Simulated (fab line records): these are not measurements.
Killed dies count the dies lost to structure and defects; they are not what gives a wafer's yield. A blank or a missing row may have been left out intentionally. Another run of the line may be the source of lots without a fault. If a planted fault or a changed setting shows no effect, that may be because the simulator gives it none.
Code-filled problem report in 8D (eight disciplines) form ; flow n5-finfet ; the parts of the form that need people (team, actions taken, sign-off) are left out

## 1. THE PROBLEM
Wafers without a fault read 38, standard deviation 11; killed-at-front-end at N5_PASSIVATION_PROBE_49 reads a mean of 308 on 2 wafers belonging to 2 lots. That is +25 standard deviations from the usual mean.
Earliest sighting: wafer L123.2 on prober-02 at day 18 12:11. Wafers with a number at this step in the record: 7, from 3 lots. By rule, "out" or "out of limits" means more than 4 standard deviations away from the usual mean. The other wafers with a number count as sound.

## 2. WHAT IT IS, AND WHAT IT ISN'T
question;is;is not
which readings at this step;killed-at-front-end, killed-dies, killed-on-rim;killed_at_M0_to_M3, killed_at_M4_up, killed-at-contacts, killed-at-other, killed-open, killed-short
which lots;L123, L124;L105
which wafers of those lots;L123.2, L124.2;L123.3, L124.4
read on which tools;prober-02;prober-01
when;from day 18 12:11;"up to then (3 sound wafers); but 2 sound wafers of L123, L124 came after"

## 3. THE SUSPECTS, EACH WITH WHAT RULES IT OUT
Counting: a tool at a process step up to the reading stays a suspect if it ran every lot that is out. Sound lots after the first of them don't rule it out here, since some wafers of a struck lot are sound.
- rie-diel-05 at N5_PMOS_HMC_CHANNEL_EPI_ETCH_32 (etches BARC in N2/H2, stops on SiO2, target depth 85.8 nm, time 50.3 s): kept. It ran every lot that is out, first L123 (day 6 05:26).
- prober-02 at N5_PASSIVATION_PROBE_49: kept. It ran every lot that is out, first L123 (day 18 12:11). Out on those wafers are its own readings of killed-at-front-end, killed-dies, killed-on-rim.
What counting leaves: rie-diel-05 at N5_PMOS_HMC_CHANNEL_EPI_ETCH_32 and prober-02 at N5_PASSIVATION_PROBE_49.

## 4. THE CAUSE (what the simulator had put in)
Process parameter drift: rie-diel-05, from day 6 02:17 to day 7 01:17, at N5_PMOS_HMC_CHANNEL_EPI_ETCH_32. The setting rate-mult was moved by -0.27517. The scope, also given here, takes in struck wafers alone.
2 suspects survive the count, and this tool is in that group.

## 5. THE EFFECT CHAIN, in route order
One row per reading whose mean, taken over the struck wafers that have a number, lies over 3 standard deviations from the usual. Only readings whose record carries a usual standard deviation are examined. hours: median over the lots of the time between each lot's start at the first step of this table that gives one and its start at this step. sigmas: the change, counted in usual standard deviations.
hours;step;reading;usual;on struck wafers;change;sigmas
0;N5_PASSIVATION_PROBE_49;killed-at-front-end;38;308;+270;+25
0;N5_PASSIVATION_PROBE_49;killed-dies;102;378;+276;+16
0;N5_PASSIVATION_PROBE_49;killed-on-rim;13;52;+38;+9.4
It contains these process steps:
- N5_PASSIVATION_PROBE_49

## 6. WHAT WOULD HAVE CAUGHT IT SOONER
In this record the first reading out of limits was taken at day 18 12:11, 298 hours after the fault began at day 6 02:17.
Of the tool readings at N5_PMOS_HMC_CHANNEL_EPI_ETCH_32 for which the record gives a usual standard deviation, none was out on any struck wafer, so an alarm limit of 4 standard deviations on them would not have fired.
By day 18 12:11, every lot that is out (2) had started N5_PMOS_HMC_CHANNEL_EPI_ETCH_32 on rie-diel-05. Holding the tool at that point would not have protected any of them.
